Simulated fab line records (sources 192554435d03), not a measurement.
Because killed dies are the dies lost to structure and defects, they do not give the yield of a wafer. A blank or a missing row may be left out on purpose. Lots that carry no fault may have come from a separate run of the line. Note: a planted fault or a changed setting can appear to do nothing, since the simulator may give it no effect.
Chamber matching | flow n5 finfet | N5_BEOL_M7_ALD_77 on ald metal-01: 4 sister chambers
The step deposits TaN, target thk 2 nm, pulse time 2 s, purge time 3 s. 20 wafers are shown with their chamber, then 10 later ones without.

WAFERS, EACH WITH ITS CHAMBER
wafer  | chamber | heater power w (W)
L074.1 | 3       | 382
L074.2 | 2       | 415
L074.3 | 0       | 433
L074.4 | 1       | 360
L074.5 | 2       | 432
L074.6 | 1       | 368
L075.1 | 2       | 424
L075.3 | 3       | 377
L075.5 | 0       | 430
L078.2 | 2       | 433
L078.4 | 1       | 364
L078.6 | 0       | 427
L079.2 | 2       | 424
L079.3 | 3       | 365
L079.6 | 1       | 354
L083.3 | 1       | 366
L083.4 | 3       | 379
L083.5 | 2       | 417
L085.2 | 3       | 374
L085.3 | 1       | 362

SIGNATURES, as means of the wafers listed above
reading        | chamber 0 | chamber 1 | chamber 2 | chamber 3 | scatter within a chamber
heater power w | 430.00    | 362.33    | 424.17    | 375.40    | 6.05
Rule: a wafer's distance from a chamber is the root of the sum, over the readings, of the square of ((its reading less the chamber's mean) divided by the reading's scatter). The wafer belongs to the nearest chamber; if the next one is less than 2 further off, it can't be placed. The scatter is the square root of a quotient: the sum, over the shown wafers, of each reading's squared deviation from its chamber's mean, divided by wafers minus chambers.

WAFERS WITHOUT THEIR CHAMBER
wafer  | heater power w (W)
L085.5 | 378
L089.4 | 430
L089.5 | 432
L089.6 | 365
L093.1 | 426
L093.4 | 420
L093.5 | 383
L095.1 | 423
L095.2 | 410
L095.4 | 376

EACH ONE'S CHAMBER
wafer  | from the rows above     | in truth
L085.5 | 3                       | 3
L089.4 | can't be placed: 0 or 2 | 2
L089.5 | can't be placed: 0 or 2 | 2
L089.6 | can't be placed: 1 or 3 | 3
L093.1 | can't be placed: 2 or 0 | 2
L093.4 | can't be placed: 2 or 0 | 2
L093.5 | 3                       | 3
L095.1 | can't be placed: 2 or 0 | 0
L095.2 | can't be placed: 2 or 0 | 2
L095.4 | 3                       | 3
3 of 10 placed correctly. From these rows, 7 cannot be placed; in 7 the true chamber is one of the candidates. Placed wrongly: 0.
